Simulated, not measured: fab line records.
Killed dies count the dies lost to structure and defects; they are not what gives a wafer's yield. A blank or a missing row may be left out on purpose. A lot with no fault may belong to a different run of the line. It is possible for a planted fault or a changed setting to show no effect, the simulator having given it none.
Chamber matching ; flow n5_finfet ; N5_SDB_DESCUM_16 on rie_diel-01: 4 sister chambers
The step chemistry O2, time 7.9 s. 18 wafers are shown with their chamber, then 9 later ones without.

== EACH WAFER AND ITS CHAMBER ==
wafer;chamber;showerhead_plenum_p_Torr (Torr);drypump_motor_current_A (A);throttle_valve_pct (%)
L075.2;2;2.04;5.6;20.53
L075.5;0;2.00;5.9;20.12
L075.6;2;2.04;5.6;20.53
L079.1;3;2.17;6.8;20.69
L079.3;1;2.15;6.2;20.66
L079.4;0;2.00;5.9;20.13
L080.2;0;1.99;5.9;20.15
L080.5;3;2.17;6.7;20.72
L080.6;0;1.99;5.9;20.15
L084.1;1;2.14;6.1;20.66
L084.5;1;2.14;6.1;20.65
L084.6;0;1.99;5.9;20.12
L088.1;1;2.14;6.2;20.68
L088.2;2;2.03;5.6;20.58
L088.5;1;2.14;6.2;20.69
L089.1;2;2.03;5.6;20.58
L089.4;0;1.99;5.9;20.16
L089.5;2;2.03;5.6;20.58

SIGNATURES (averages over the wafers above)
reading;chamber 0;chamber 1;chamber 2;chamber 3;scatter within a chamber
showerhead_plenum_p_Torr;1.9933;2.1420;2.0340;2.1700;0.00488
drypump_motor_current_A;5.900;6.160;5.600;6.750;0.0348
throttle_valve_pct;20.1383;20.6680;20.5600;20.7050;0.0207
Rule: distance of a wafer from a chamber = root of the sum over the readings of ((wafer's reading minus chamber's mean) / reading's scatter) squared. The wafer belongs to the nearest chamber; if the next one is less than 2 further off, it can't be placed. How the scatter is found: for the shown wafers, subtract from each reading the mean of its chamber, square and add these, divide the total by (wafers less chambers), then take the root.

== WAFERS WHOSE CHAMBER IS MISSING ==
wafer;showerhead_plenum_p_Torr (Torr);drypump_motor_current_A (A);throttle_valve_pct (%)
L093.3;2.13;6.2;20.70
L093.5;2.13;6.2;20.71
L093.6;1.99;5.9;20.18
L097.3;2.13;6.2;20.71
L097.5;2.02;5.6;20.61
L097.6;2.13;6.2;20.70
L091.3;2.15;6.7;20.76
L091.4;1.98;5.9;20.20
L091.5;2.02;5.6;20.62

== CHAMBER TAKEN BY EACH ==
wafer;from the rows above;in truth
L093.3;1;1
L093.5;1;1
L093.6;0;0
L097.3;1;1
L097.5;2;2
L097.6;1;1
L091.3;3;3
L091.4;0;0
L091.5;2;2
9 of 9 placed correctly. From these rows, 0 cannot be placed. 0 placed wrongly.
